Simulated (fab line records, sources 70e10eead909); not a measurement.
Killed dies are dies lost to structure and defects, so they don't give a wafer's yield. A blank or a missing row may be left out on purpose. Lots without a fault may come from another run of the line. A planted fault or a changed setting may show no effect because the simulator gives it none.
A struck lot beside a sound one | flow nand_harc | 39 steps out of a route of 1302
Sound: wafers L677.2, L677.3, L677.4. Struck: wafers L685.1, L685.3, L685.4. The cause comes at the end.
At each step with rows: each side's tool, then ch and its chambers, then its first start. Under that, the readings that differ: sound wafers | struck wafers | difference of the means | sigmas: that difference in standard deviations of wafers without a fault.
alike: readings whose means differ by less than 2 such deviations, and words and numbers that are the same on both sides. not compared: withheld readings, readings that some wafer has no value for, bounds like >300 that may hide the same value, and numbers for which the record gives no deviation and whose values overlap.
The two part at a step that has a row with sigmas, a row that says differs or no value, or rows on one side only. Numbers that don't overlap but have no deviation are shown without sigmas and don't part them. A reading that every wafer of one side lacks parts them only if that side has two wafers or more.

first, 1 step without rows for these wafers: NHARC_A_BONDPAD_DEVELOP_08 (time 50 s).
NHARC_A_BONDPAD_CD_MEAS_09: target cd 500 nm.
  sound on cd_sem-01 ch 0, day 22 18:10; struck on cd_sem-01 ch 0, day 26 08:49
  alike: cd_nm
NHARC_A_BONDPAD_OVL_MEAS_35:
  sound on overlay-01, day 22 18:14; struck on overlay-01, day 26 08:54
  reading           | sound    | struck   | difference | sigmas
  overlay_x_nm (nm) | 14 14 14 | -6 -5 -5 | -19        | -3
  overlay_y_nm (nm) | -8 -7 -7 | 14 14 14 | +21        | +4
then, 4 steps without rows for these wafers: NHARC_A_BONDPAD_HARDBAKE_10 (time 65 s); NHARC_A_BONDPAD_DESCUM_11 (chemistry O2, time 3 s); NHARC_A_BONDPAD_ETCH_34 (etches the open film in N2/H2, target depth 60 nm, overetch 18 nm, time 65.91 s); NHARC_A_BONDPAD_ETCH_12 (etches the open film in CHF3/O2, target depth 220 nm, time 110 s).
NHARC_A_BONDPAD_CD_MEAS_13:
  sound on cd_sem-01, day 22 18:41; struck on cd_sem-01, day 26 09:20
  alike: cd_nm
NHARC_A_BONDPAD_STRIP_15: strips in O2.
  sound on rie_diel-07 ch 0,1,2, day 22 18:46; struck on rie_diel-12 ch 0,1,2, day 26 09:25
  reading                | sound | struck   | difference | sigmas
  rf_hours_counter_h (h) | 1 1 1 | 26 28 28 | +26        |
  alike: drypump_motor_current_A, oes_product_au, rf_vpp_V, showerhead_plenum_p_Torr, throttle_valve_pct
then, 2 steps without rows for these wafers: NHARC_A_BONDPAD_ETCH_24 (etches the open film in CF4/N2, target depth 30 nm, time 72.99 s); NHARC_A_BONDPAD_STRIP_16 (strips in post etch residue remover, time 600 s).
NHARC_A_BONDPAD_DEGAS_25: time 60 s.
  sound on pvd_sputter-03, day 22 19:19; struck on pvd_sputter-03, day 26 09:58
  alike: heater_power_w
NHARC_A_BONDPAD_PRE_CLEAN_26: time 30 s.
  sound on pvd_sputter-03, day 22 19:22; struck on pvd_sputter-03, day 26 10:01
  alike: heater_power_w
then, 5 steps without rows for these wafers: NHARC_A_BONDPAD_PVD_17 (deposits TaN, target thk 5 nm, time 8.06 s); NHARC_A_BONDPAD_PVD_27 (deposits Cu, target thk 30 nm, time 20.49 s); NHARC_A_BONDPAD_ECD_18 (material Cu, target thk 400 nm); NHARC_A_BONDPAD_ANNEAL_28 (time 90 s); NHARC_A_BONDPAD_CMP_19 (polishes, t overpolish 30 s, cu recess touch 16 s, target thk 169.82 nm).
NHARC_A_BONDPAD_THK_MEAS_20: measures by xrf.
  sound on film_metro-02, day 22 20:43; struck on film_metro-02, day 26 11:22
  alike: thk_nm
then, 6 steps without rows for these wafers: NHARC_A_BONDPAD_SRD_21 (time 30 s, dry time 20 s); NHARC_HYBRID_BOND_ACTIVATE_00 (chemistry N2, time 60 s); NHARC_HYBRID_BOND_PRECLEAN_01 (cleans in DIW, time 300 s); NHARC_HYBRID_BOND_SRD_02 (time 30 s, dry time 20 s); NHARC_HYBRID_BOND_BOND_03; NHARC_HYBRID_BOND_ANNEAL_04 (time 7200 s).
NHARC_HYBRID_BOND_OVL_MEAS_05:
  sound on overlay-01, day 23 03:11; struck on overlay-01, day 26 21:00
  alike: overlay_x_nm, overlay_y_nm
NHARC_THIN_TSV_GRIND_00:
  sound on grinder-01 ch 0, day 23 04:47; struck on grinder-01 ch 0, day 26 21:12
  alike: motor_current_A
NHARC_THIN_TSV_CMP_01: polishes.
  sound on cmp-03 ch 0,1,2, day 23 05:52; struck on cmp-03 ch 0,2,3, day 26 22:26
  alike: motor_current_A, slurry_filter_dp_kPa
NHARC_THIN_TSV_THK_MEAS_02: measures by ir.
  sound on film_metro-02, day 23 06:07; struck on film_metro-01, day 26 22:40
  alike: thk_nm
then, 3 steps without rows for these wafers: NHARC_THIN_TSV_SRD_03; NHARC_THIN_TSV_PRECLEAN_41 (cleans in SC1); NHARC_THIN_TSV_SRD_42.
NHARC_THIN_TSV_DEP_43: deposits SiO2, target thk 1328.5 nm.
  sound on pecvd-01 ch 0,1,2, day 23 06:21; struck on pecvd-02 ch 0,1,2, day 26 22:54
  alike: throttle_valve_pct
then, 5 steps without rows for these wafers: NHARC_THIN_TSV_DEHYDRATE_04 (time 120 s); NHARC_THIN_TSV_HMDS_05 (time 30 s); NHARC_THIN_TSV_COAT_06; NHARC_THIN_TSV_SOFTBAKE_07 (time 95 s); NHARC_THIN_TSV_EBR_08.
NHARC_END_SORT_01:
  sound on prober-02 ch 0, day 23 21:58; struck on prober-02 ch 0, day 27 18:50
  reading                  | sound          | struck         | difference | sigmas
  defect_limited_yield (%) | 87.4 92.6 89.1 | 76.1 80.8 71.9 | -13.4      | -5
  killed_at_array          | 76 46 70       | 157 128 187    | +93        | +5
  killed_dies              | 85 50 74       | 162 130 190    | +91        | +5
  sort_bin_2_pct (%)       | 4.4 3.0 3.8    | 9.7 7.5 11.1   | +5.7       | +5
  sort_bin_3_pct (%)       | 0.9 1.2 0.9    | 5.5 4.9 5.6    | +4.3       | +12
  sort_bin_4_pct (%)       | 7.2 3.2 6.2    | 8.7 6.8 11.4   | +3.4       | +2
  sort_n_pass              | 592 627 603    | 515 547 487    | -91        | -5
  sort_yield_pct (%)       | 87.4 92.6 89.1 | 76.1 80.8 71.9 | -13.4      | -5
  alike: killed_at_other, killed_at_periphery, killed_open, killed_short, sort_rim_yield_pct

WHERE THEY PART
First at NHARC_A_BONDPAD_OVL_MEAS_35; last, within this record, at NHARC_END_SORT_01.

WHY: what the simulator had put in
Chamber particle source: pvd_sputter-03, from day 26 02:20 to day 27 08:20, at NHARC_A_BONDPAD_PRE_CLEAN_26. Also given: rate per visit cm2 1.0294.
